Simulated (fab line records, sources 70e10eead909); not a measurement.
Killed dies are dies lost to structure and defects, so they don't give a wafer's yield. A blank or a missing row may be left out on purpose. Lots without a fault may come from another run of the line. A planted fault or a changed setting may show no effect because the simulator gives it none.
fab line records | flow nand_harc
record lots=12 wafers=36 last_day=33
route steps=1302 shown A_STAIRCASE@786
lots that met no fault: from a run of the same line without faults
start_h: hours from the record's first day to the start of the lot's first wafer shown | wait_h: hours since the lot's step before | " the same as in the row above | L1.1+2: a row that stands for several wafers | - no value, or no start given | * or withheld: withheld | < > ~ a bound
route shown NAME@n: a module of which the file shows steps, and the number in the route of the first | usual: mean/standard deviation of fault-free wafers | same: alike in all rows | chamber/n: place in a boat | sites: the reading at each site | _std_site: their standard deviation | _edge_site: outer sites' mean less inner sites' | radius_mm: how far each site lies from the wafer's centre | mask NAME#n: copy n | behind: the tool/chamber that last shaped the wafer | hold: why the lot was held/for how many hours/how that ended | device: the transistor (n, p or np) that didn't switch | end of line: the same wafers' tests at the end of the route | a step without rows: its recipe alone | killed: dies lost to structure and defects at the first sort, not the wafer's yield | map: a wafer's dies, x killed, . not, _ none there
set.NAME: the setting as run; set.NAME@STEP: as run at that earlier step | model.NAME: the simulator's own value behind a step, which no gauge read
steps of the route over a sample of lots; a table a step, a row a wafer
services: from which hour (start_h, from the record's first day; less than 0 if before it) a tool's chamber was out of use, for how many hours, and why
## steps
# step NHARC_A_STAIRCASE_HM_OPEN_457
# recipe o2_flow_sccm=400 cos_flow_sccm=20 ar_flow_sccm=0 rf_w=500 bias_w=300 chemistry=O2/COS
# usual drypump_motor_current_A=5.7/0.49 oes_product_au=1.003/0.017 rf_vpp_V=466.3/1.6 showerhead_plenum_p_Torr=3.08/0.064 throttle_valve_pct=28.329/0.0081
# columns lot.wafer tool chamber start_h wait_h drypump_motor_current_A oes_product_au rf_hours_counter_h rf_vpp_V showerhead_plenum_p_Torr throttle_valve_pct
L477.2 rie_diel-13 1 - - 5.7 1.019 2 466.6 3.05 28.340
L477.1 " 3 " " 6.2 0.994 4 467.2 3.09 28.332
L477.5 " 1 " " 5.7 1.013 - 465.4 3.05 28.327
L478.2 rie_diel-01 0 - - 6.3 1.014 56 463.4 3.02 28.335
L478.1 " 2 " " 5.3 1.006 59 466.8 3.12 28.327
L478.5 " 0 " " 6.3 1.010 - 465.7 3.02 28.327
L479.3 rie_diel-13 0 - - 5.4 0.988 9 467.5 3.15 28.321
L479.1 " 3 " " 6.2 0.996 12 467.6 3.08 28.332
L479.6 " 0 " " 5.4 0.996 - 467.8 3.15 28.332
L480.2 rie_diel-07 0 - - 5.5 0.998 37 470.3 3.25 28.334
L480.1 " 1 " " 6.2 1.033 40 469.5 3.20 28.319
L480.5 " 1 " " 6.2 1.026 - 468.7 3.20 28.333
L481.4 rie_diel-07 2 - - 6.2 0.992 38 465.1 3.05 28.331
L481.5 " 1 " " 6.2 1.009 - 470.5 3.20 28.346
L481.6 " 2 " " 6.2 0.995 - 465.0 3.05 28.325
L485.2 rie_diel-07 3 - - 5.0 0.998 38 466.2 3.09 28.335
L485.4 " 0 " " 5.6 0.987 49 469.8 3.24 28.322
L485.6 " 2 " " 6.2 1.002 - 465.9 3.04 28.322
L487.3 rie_diel-07 3 - - 5.0 1.001 44 467.6 3.09 28.330
L487.1 " 1 " " 6.3 1.022 60 468.0 3.19 28.329
L487.2 " 2 " " 6.2 0.992 55 466.6 3.04 28.320
L486.2 rie_diel-01 0 - - 6.3 1.011 32 464.6 3.00 28.328
L486.3 " 1 " " 4.9 0.973 26 465.4 3.08 28.325
L486.5 " 0 " " 6.3 1.012 - 466.0 3.00 28.313
L494.2 rie_diel-13 2 - - 5.9 0.978 0 464.9 3.03 28.331
L494.3 " 1 " " 5.7 1.018 0 464.0 3.02 28.328
L494.6 " 0 " " 5.4 0.989 - 467.4 3.13 28.328
L495.3 rie_diel-01 1 - - 4.9 0.976 52 465.0 3.07 28.336
L495.1 " 3 " " 5.6 1.013 53 465.1 3.05 28.327
L495.5 " 1 " " 4.8 0.975 - 466.0 3.07 28.339
L497.1 rie_diel-07 0 - - 5.5 1.019 28 468.1 3.22 28.329
L497.4 " 1 " " 6.3 1.002 31 468.2 3.17 28.340
L497.5 " 0 " " 5.6 1.009 - 470.5 3.22 28.331
L499.4 rie_diel-01 3 - - 5.6 1.028 9 465.6 3.04 28.338
L499.6 " 0 " " 6.3 1.017 - 464.0 2.98 28.310
L499.5 " 1 " " 4.8 0.991 - 464.5 3.06 28.326
# step NHARC_A_STAIRCASE_HM_OPEN_460
# recipe o2_flow_sccm=400 cos_flow_sccm=20 ar_flow_sccm=0 rf_w=500 bias_w=300 chemistry=O2/COS
# usual drypump_motor_current_A=5.7/0.48 oes_product_au=1.002/0.016 rf_vpp_V=466.4/1.6 showerhead_plenum_p_Torr=3.09/0.07 throttle_valve_pct=28.330/0.01
# columns lot.wafer tool chamber start_h wait_h drypump_motor_current_A oes_product_au rf_hours_counter_h rf_vpp_V showerhead_plenum_p_Torr throttle_valve_pct
L477.1 rie_diel-13 1 - - 5.7 1.019 5 465.5 3.04 28.326
L477.2 " 3 " " 6.2 0.988 6 466.3 3.09 28.309
L477.5 " 2 " " 5.9 0.972 - 465.3 3.05 28.327
L478.1 rie_diel-07 1 - - 6.2 1.016 36 467.6 3.20 28.328
L478.2 " 2 " " 6.2 1.001 33 465.7 3.05 28.318
L478.5 " 2 " " 6.2 1.002 - 465.2 3.05 28.319
L479.3 rie_diel-07 0 - - 5.6 1.001 34 469.5 3.25 28.315
L479.1 " 2 " " 6.2 1.002 35 464.7 3.05 28.335
L479.6 " 0 " " 5.6 0.996 - 469.2 3.25 28.333
L480.1 rie_diel-01 0 - - 6.3 1.037 9 465.4 3.01 28.346
L480.2 " 1 " " 4.8 0.989 6 466.9 3.09 28.332
L480.5 " 3 " " 5.6 1.013 - 465.3 3.07 28.307
L481.4 rie_diel-07 3 - - 5.0 1.014 31 466.9 3.10 28.349
L481.6 " 3 " " 5.0 0.993 - 465.1 3.10 28.334
L481.5 " 0 " " 5.6 1.000 - 469.8 3.25 28.336
L485.2 rie_diel-13 1 - - 5.7 1.026 32 464.5 3.03 28.326
L485.4 " 2 " " 5.9 0.991 35 464.5 3.04 28.331
L485.6 " 2 " " 5.9 0.979 - 465.3 3.04 28.327
L487.1 rie_diel-13 0 - - 5.4 1.016 43 467.6 3.14 28.336
L487.3 " 1 " " 5.7 1.025 44 466.2 3.03 28.334
L487.2 " 2 " " 5.9 0.988 48 464.8 3.03 28.319
L486.3 rie_diel-13 3 - - 6.2 0.985 45 466.4 3.07 28.346
L486.2 " 2 " " 5.9 0.979 49 465.7 3.03 28.324
L486.5 " 0 " " 5.3 0.990 - 467.3 3.14 28.329
L494.3 rie_diel-01 2 - - 5.2 1.004 46 467.4 3.10 28.315
L494.2 " 3 " " 5.6 0.998 52 466.3 3.05 28.331
L494.6 " 1 " " 4.8 0.971 - 465.6 3.07 28.322
L495.1 rie_diel-07 2 - - 6.2 1.014 24 464.6 3.03 28.326
L495.3 " 3 " " 5.0 0.995 20 465.6 3.08 28.334
L495.5 " 2 " " 6.2 1.003 - 465.3 3.03 28.327
L497.1 rie_diel-13 3 - - 6.3 0.986 12 466.2 3.05 28.323
L497.4 " 0 " " 5.4 0.996 - 468.3 3.12 28.342
L497.5 " 3 " " 6.3 0.973 - 465.3 3.05 28.342
L499.4 rie_diel-07 1 - - 6.3 1.001 - 468.2 3.16 28.322
L499.6 " 2 " " 6.2 1.008 - 465.7 3.02 28.339
L499.5 " 0 " " 5.6 1.008 - 469.8 3.22 28.327
# step NHARC_A_STAIRCASE_DEP_301
# recipe target_thk_a=300 target_thk_nm=30 temp_c=400 pressure_torr=3.5 flow_sccm=200 rf_w=350 material=SiON
# usual heater_power_w=796/60 rf_fwd_power_W=348.4/1.1 showerhead_vpp_V=1122/51
# columns lot.wafer tool chamber start_h wait_h heater_power_w rf_fwd_power_W showerhead_vpp_V
L477.2 pecvd-02 0 374.69 1.4 731 347.5 1133
L477.1 " 1 " " 798 348.8 1102
L477.5 " 1 " " 788 348.0 1095
L478.2 pecvd-04 2 394.26 1.3 805 349.3 1109
L478.1 " 0 " " 736 348.3 1158
L478.5 " 0 " " 720 347.8 1154
L479.3 pecvd-02 1 396.44 1.0 889 348.7 1095
L479.1 " 2 " " 771 349.8 1098
L479.6 " 2 " " 775 348.0 1076
L480.2 pecvd-03 0 415.72 1.3 891 348.3 1082
L480.1 " 1 " " 823 348.0 1238
L480.5 " 0 " " 874 348.6 1067
L481.5 pecvd-03 1 417.65 0.4 851 349.5 1235
L481.4 " 2 " " 823 348.0 1100
L481.6 " 0 " " 846 348.2 1084
L485.2 pecvd-03 2 457.61 1.2 810 349.2 1082
L485.6 " 0 " " 848 208.4 818
L485.4 " 1 " " 839 347.5 1220
L487.2 pecvd-02 2 483.29 1.2 738 349.7 1130
L487.1 " 0 " " 687 347.3 1120
L487.3 " 1 " " 705 347.8 1083
L486.2 pecvd-03 0 485.15 1.3 910 206.2 814
L486.3 " 1 " " 789 348.2 1268
L486.5 " 1 " " 777 348.1 1239
L494.2 pecvd-02 1 542.85 1.3 855 347.2 1086
L494.3 " 2 " " 678 349.8 1108
L494.6 " 1 " " 845 347.1 1093
L495.1 pecvd-02 0 559.72 1.5 737 348.5 1142
L495.3 " 1 " " 816 348.1 1088
L495.5 " 0 " " 742 347.9 1118
L497.1 pecvd-02 0 585.36 1.5 686 348.1 1126
L497.4 " 0 " " 664 348.1 1119
L497.5 " 2 " " 794 349.2 1096
L499.6 pecvd-02 1 606.44 0.1 905 349.7 1072
L499.5 " 2 " " 893 350.7 1120
L499.4 " 0 " " 698 347.5 1134
# step NHARC_A_STAIRCASE_DESCUM_312
# recipe time_s=3 o2_flow_sccm=200 ar_flow_sccm=0 bias_power_w=0 chemistry=O2
# usual drypump_motor_current_A=5.6/0.48 oes_product_au=1.005/0.018 rf_vpp_V=57.7/0.92 showerhead_plenum_p_Torr=1.88/0.041 throttle_valve_pct=11.309/0.0095
# columns lot.wafer tool chamber start_h wait_h drypump_motor_current_A oes_product_au rf_hours_counter_h rf_vpp_V showerhead_plenum_p_Torr throttle_valve_pct
L477.1 rie_diel-07 1 375.55 - 6.2 1.018 30 58.8 1.97 11.304
L477.2 " 3 " " 5.0 0.999 20 57.7 1.90 11.304
L477.5 " 1 " " 6.2 1.020 - 57.8 1.97 11.296
L478.2 rie_diel-13 0 395.86 - 5.4 0.992 16 58.4 1.93 11.309
L478.1 " 2 " " 5.9 0.985 18 58.1 1.86 11.315
L478.5 " 1 " " 5.6 1.025 - 56.0 1.86 11.312
L479.1 rie_diel-13 2 397.39 - 5.9 0.978 19 56.6 1.86 11.307
L479.3 " 0 " " 5.3 1.001 16 57.3 1.93 11.329
L479.6 " 1 " " 5.6 1.021 - 58.7 1.86 11.315
L480.2 rie_diel-07 1 416.69 - 6.2 1.011 44 58.1 1.96 11.302
L480.1 " 2 " " 6.2 0.998 41 58.5 1.87 11.295
L480.5 " 1 " " 6.3 1.020 - 58.7 1.96 11.319
L481.5 rie_diel-01 0 418.45 - 6.3 1.028 - 58.9 1.84 11.311
L481.6 " 1 " " 4.8 0.980 - 58.4 1.89 11.312
L481.4 " 3 " " 5.6 1.023 - 56.9 1.88 11.295
L485.4 rie_diel-07 2 458.59 - 6.2 0.999 53 58.6 1.86 11.313
L485.2 " 3 " " 5.0 1.004 42 57.2 1.89 11.310
L485.6 " 2 " " 6.2 0.992 - 56.5 1.86 11.311
L487.2 rie_diel-01 1 484.28 - 4.8 0.985 31 58.7 1.89 11.306
L487.3 " 2 " " 5.3 1.010 26 58.2 1.90 11.303
L487.1 " 3 " " 5.6 1.013 33 58.4 1.87 11.308
L486.3 rie_diel-01 3 486.11 - 5.6 1.013 34 57.8 1.87 11.305
L486.2 " 0 " " 6.3 1.028 37 56.0 1.83 11.306
L486.5 " 3 " " 5.6 1.008 - 57.8 1.87 11.320
L494.3 rie_diel-13 1 543.68 - 5.7 1.001 7 58.0 1.85 11.303
L494.2 " 3 " " 6.2 0.973 2 56.8 1.87 11.291
L494.6 " 1 " " 5.7 1.004 - 57.5 1.85 11.298
L495.1 rie_diel-13 1 560.71 - 5.7 0.997 9 56.1 1.84 11.298
L495.3 " 2 " " 5.9 0.974 10 56.9 1.85 11.305
L495.5 " 1 " " 5.7 0.991 - 57.5 1.84 11.322
L497.4 rie_diel-07 1 586.24 - 6.3 1.024 37 56.6 1.94 11.309
L497.1 " 2 " " 6.2 1.001 34 57.0 1.85 11.311
L497.5 " 3 " " 5.0 0.994 - 57.8 1.88 11.311
L499.4 rie_diel-01 2 607.21 - 5.3 1.001 13 57.7 1.89 11.291
L499.5 " 1 " " 4.8 0.999 - 57.0 1.87 11.296
L499.6 " 2 " " 5.2 0.992 - 58.3 1.89 11.301
## services
# columns tool chamber start_h hours kind
rie_diel-13 - 342.00 9.0 pm
rie_diel-07 0 352.20 - clean
rie_diel-07 1 352.20 - clean
rie_diel-07 2 352.20 - clean
pecvd-03 - 366.00 13.0 pm
rie_diel-07 - 377.09 0.3 repair
rie_diel-01 - 383.59 9.0 pm
rie_diel-13 3 393.56 9.1 repair
rie_diel-01 2 404.83 14.1 repair
pecvd-02 - 408.01 13.0 pm
pecvd-03 1 428.01 2.1 repair
rie_diel-01 - 434.14 0.6 repair
pecvd-04 - 450.52 13.0 pm
pecvd-02 0 461.64 21.0 repair
rie_diel-07 - 471.41 9.0 pm
pecvd-02 - 488.13 0.5 repair
pecvd-02 0 491.80 23.2 repair
rie_diel-13 - 519.00 9.0 pm
rie_diel-01 - 539.76 0.4 repair
pecvd-03 - 547.00 13.0 pm
rie_diel-01 - 560.59 9.0 pm
pecvd-03 0 571.66 3.6 repair
pecvd-02 - 589.01 13.0 pm
rie_diel-07 3 594.49 7.4 repair
## key
first_sign step=NHARC_A_STAIRCASE_DEP_301 reading=rf_fwd_power_W direction=down sigmas=99+ usual=* struck=*
effect step=NHARC_A_STAIRCASE_DEP_301 reading=showerhead_vpp_V direction=down sigmas=6 usual=1122 struck=816
met_at NHARC_A_STAIRCASE_DEP_301
struck_lots L485,L486
struck_wafers L485.6,L486.2
tester_left_out L485,L486
not_acting_at NHARC_A_STAIRCASE_HM_OPEN_457,NHARC_A_STAIRCASE_HM_OPEN_460,NHARC_A_STAIRCASE_DESCUM_312
onset_between 417.65 457.61
fault kind=process_parameter_drift tool=pecvd-03 chamber=0 onset_h=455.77 steps=NHARC_A_STAIRCASE_DEP_301 channel=rf_w offset=* shape=step end_h=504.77 acts_in=* stated=*
# tester_left_out: of these lots the tester's yield and bins aren't shown, on N5 and GAA mostly nor the transistor test; their killed dies are dies lost to structure and defects alone, not to doping, threshold or leakage, so they don't give the yield
